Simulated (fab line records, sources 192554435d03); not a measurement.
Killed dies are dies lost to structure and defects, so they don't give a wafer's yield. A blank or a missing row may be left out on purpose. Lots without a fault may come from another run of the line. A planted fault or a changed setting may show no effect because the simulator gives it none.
One fault seen from 3 desks | flow n5_finfet | each desk has only its own numbers; what lay behind them comes last

THE METROLOGY DESK
What the gauges read, lot by lot, whatever tool the lot ran on: means of the sampled wafers that have a number. A lot is out of limits, marked OUT, if its mean lies more than 4 standard deviations from the usual mean; the brackets give that distance. Of its 12 readings 7 are shown: those that lie furthest out on some lot.
Columns: A = cd_nm at N5_HKMG_FIN_CD_MEAS_49, usual 201.8 nm; B = NDIPOLE_OVL at N5_HKMG_FIN_OVL_MEAS_50, usual 0.1 nm; C = DIBL_N at N5_BEOL_M4_RC_MEAS_101, usual 36.0 mV/V; D = DIBL_P at N5_BEOL_M4_RC_MEAS_101, usual 36.1 mV/V; E = ION_N at N5_BEOL_M4_RC_MEAS_101, usual 673 uA/um; F = ION_P at N5_BEOL_M4_RC_MEAS_101, usual 463 uA/um; G = SS_N at N5_BEOL_M4_RC_MEAS_101, usual 71.5 mV/dec
lot  | first seen here | A     | B    | C    | D    | E   | F   | G
L863 | day 3 23:11     | 202.2 | -0.1 | 35.0 | 35.8 | 675 | 472 | 71.1
L868 | day 5 05:40     | 201.0 | -1.1 | 37.5 | 36.9 | 668 | 461 | 71.1
L871 | day 5 23:48     | 201.6 | 0.3  | 36.9 | 37.6 | 678 | 468 | 71.5
L872 | day 6 05:52     | 201.8 | -0.2 | 34.7 | 35.6 | 668 | 462 | 71.3
L882 | day 8 17:59     | 202.2 | 0.3  | 36.2 | 35.2 | 672 | 467 | 71.2
L884 | day 9 07:04     | 202.5 | -0.1 | 33.9 | 35.2 | 660 | 456 | 70.8
This desk's finding: nothing out of limits on any of the 6 lots.

THE TOOL OWNER'S DESK: rie_diel-04
The tool's own readings at N5_HKMG_FIN_DESCUM_53 (chemistry O2, time 7.9 s): means of the sampled wafers that have a number, for each lot that ran on this tool. A lot is out of limits, marked OUT, if its mean lies more than 4 standard deviations from the usual mean; the brackets give that distance.
Columns: A = drypump_motor_current_A at N5_HKMG_FIN_DESCUM_53, usual 5.7 A; B = oes_product_au at N5_HKMG_FIN_DESCUM_53, usual 0.77 a.u.; C = rf_vpp_V at N5_HKMG_FIN_DESCUM_53, usual 243.1 V; D = showerhead_plenum_p_Torr at N5_HKMG_FIN_DESCUM_53, usual 2.09 Torr; E = throttle_valve_pct at N5_HKMG_FIN_DESCUM_53, usual 20.51 %
lot  | first seen here | A   | B    | C     | D    | E
L872 | day 6 05:57     | 5.9 | 0.76 | 242.3 | 2.06 | 20.33
L882 | day 8 18:04     | 5.9 | 0.73 | 241.9 | 2.08 | 20.43
L884 | day 9 07:26     | 6.2 | 0.81 | 242.9 | 2.12 | 20.31
This desk's finding: nothing out of limits on any of the 3 lots.

THE DEFECT DESK
What the inspections along the route counted, lot by lot: means of the sampled wafers that have a number. A lot is out of limits, marked OUT, if its mean lies more than 4 standard deviations from the usual mean; the brackets give that distance.
Columns: A = raw_defect_count at N5_HKMG_FIN_INSPECT_61, usual 2.0
lot  | first seen here | A
L863 | day 3 23:14     | 2.0
L868 | day 5 05:43     | 2.3
L871 | day 5 23:51     | 0.3
L872 | day 6 05:55     | 1.7
L882 | day 8 18:02     | 1.0
L884 | day 9 07:07     | 1.0
This desk's finding: nothing out of limits on any of the 6 lots.

PUT TOGETHER
The metrology desk saw nothing out of limits.
The tool owner's desk saw nothing out of limits.
The defect desk saw nothing out of limits.

WHAT THE SIMULATOR HAD PUT IN
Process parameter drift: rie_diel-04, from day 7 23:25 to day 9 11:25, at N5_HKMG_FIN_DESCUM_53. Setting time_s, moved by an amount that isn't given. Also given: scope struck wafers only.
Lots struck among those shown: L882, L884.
